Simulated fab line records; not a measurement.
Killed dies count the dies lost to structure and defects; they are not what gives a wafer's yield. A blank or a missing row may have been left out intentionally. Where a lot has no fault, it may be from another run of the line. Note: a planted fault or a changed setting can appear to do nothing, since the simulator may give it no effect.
Struck lot and sound lot, side by side || flow nand_harc || 14 out of 1302 route steps
Sound: the wafers L985.3, L985.4, L985.6. Wafers L992.1, L992.4, L992.6 were the ones struck. The cause is named last.
Order at every step that has rows: each side's tool, ch and its chambers, its first start. Under that, the readings that differ: sound wafers || struck wafers || difference of the means || sigmas: that difference in standard deviations of wafers without a fault.
alike: same words and numbers on both sides, and readings whose means sit less than 2 such deviations apart. not compared: any withheld reading, any reading some wafer has no value for, any bound like >300 that may hide the same value, and any number with overlapping values for which the record gives no deviation.
Wherever a step has rows on one side only, a row that says differs or no value, or a row with sigmas, the two part there. Non-overlapping numbers with no deviation appear without sigmas and do not part them. Lack of a reading on every wafer of one side parts them only where that side has two or more wafers.

first, 1 step without rows for these wafers: NHARC_A_STAIRCASE_TRIM_14 (chemistry O2, time 211.2 s).
NHARC_A_STAIRCASE_ETCH_15: etches the open film in C4F8/O2, target depth 100 nm, time 40.5 s.
  sound on rie_diel-13 ch 0,1,2; struck on rie_diel-02 ch 0,1,3
  alike: oes_product_au, rf_vpp_V
  not compared: rf_hours_counter_h
then, 1 step without rows for these wafers: NHARC_A_STAIRCASE_TRIM_16 (chemistry O2, time 211.2 s).
NHARC_A_STAIRCASE_ETCH_17: etches the open film in C4F8/O2, target depth 100 nm, time 40.5 s.
  sound on rie_diel-13 ch 1,3; struck on rie_diel-02 ch 0,2
  alike: oes_product_au, rf_vpp_V
  not compared: rf_hours_counter_h
then, 1 step without rows for these wafers: NHARC_A_STAIRCASE_TRIM_18 (chemistry O2, time 211.2 s).
NHARC_A_STAIRCASE_ETCH_19: etches the open film in C4F8/O2, target depth 100 nm, time 40.5 s.
  sound on rie_diel-13 ch 1,2; struck on rie_diel-02 ch 0,1
{"reading": "rf_vpp_V (V)", "sound": "888 891 889", "struck": "905 905 905", "difference": "+16", "sigmas": "+2"}
  alike: oes_product_au
  not compared: rf_hours_counter_h
NHARC_A_STAIRCASE_TRIM_20: chemistry O2, time 211.2 s.
  sound on rie_diel-12 ch 1,2,3, day 18 09:52; struck on rie_diel-02 ch 2,3, day 22 01:52
{"reading": "oes_product_au (a.u.)", "sound": "1.013 1.008 1.020", "struck": "0.990 0.999 0.993", "difference": -0.020, "sigmas": -2}
  alike: drypump_motor_current_A, rf_vpp_V, showerhead_plenum_p_Torr, throttle_valve_pct
  not compared: rf_hours_counter_h
NHARC_A_STAIRCASE_ETCH_21: etches the open film in C4F8/O2, target depth 100 nm, time 40.5 s.
  sound on rie_diel-12 ch 0,2; struck on rie_diel-02 ch 0,3
{"reading": "oes_product_au (a.u.)", "sound": "0.992 0.958 0.981", "struck": "0.941 0.956 0.928", "difference": -0.035, "sigmas": -2}
  alike: rf_vpp_V
  not compared: rf_hours_counter_h
then, 3 steps without rows for these wafers: NHARC_A_STAIRCASE_TRIM_22 (chemistry O2, time 211.2 s); NHARC_A_STAIRCASE_ETCH_23 (etches the open film in C4F8/O2, target depth 100 nm, time 40.5 s); NHARC_A_STAIRCASE_TRIM_24 (chemistry O2, time 211.2 s).
NHARC_A_STAIRCASE_ETCH_25: etches the open film in C4F8/O2, target depth 100 nm, time 40.5 s.
  sound on rie_diel-12 ch 1,3, day 18 10:29; struck on rie_diel-02 ch 0,2,3, day 22 02:38
{"reading": "oes_product_au (a.u.)", "sound": "0.951 0.963 0.961", "struck": "0.757 0.769 0.762", "difference": -0.196, "sigmas": -16}
  alike: rf_vpp_V
  not compared: rf_hours_counter_h
then, 1 step without rows for these wafers: NHARC_A_STAIRCASE_TRIM_26 (chemistry O2, time 211.2 s).
-- the record jumps here: 9 days lie between the struck wafers' starts before and after (it left off in module A_STAIRCASE and takes up again in module END, whose first step shown is number 1302 of the route) --
NHARC_END_SORT_01:
  the record has rows for the struck wafers here (prober-01 ch 0, day 30 20:54) and none for the sound ones

## WHERE THEY PART
Earliest at NHARC_A_STAIRCASE_ETCH_19; latest, in this record, at NHARC_END_SORT_01.

WHY: whatever the simulator had introduced
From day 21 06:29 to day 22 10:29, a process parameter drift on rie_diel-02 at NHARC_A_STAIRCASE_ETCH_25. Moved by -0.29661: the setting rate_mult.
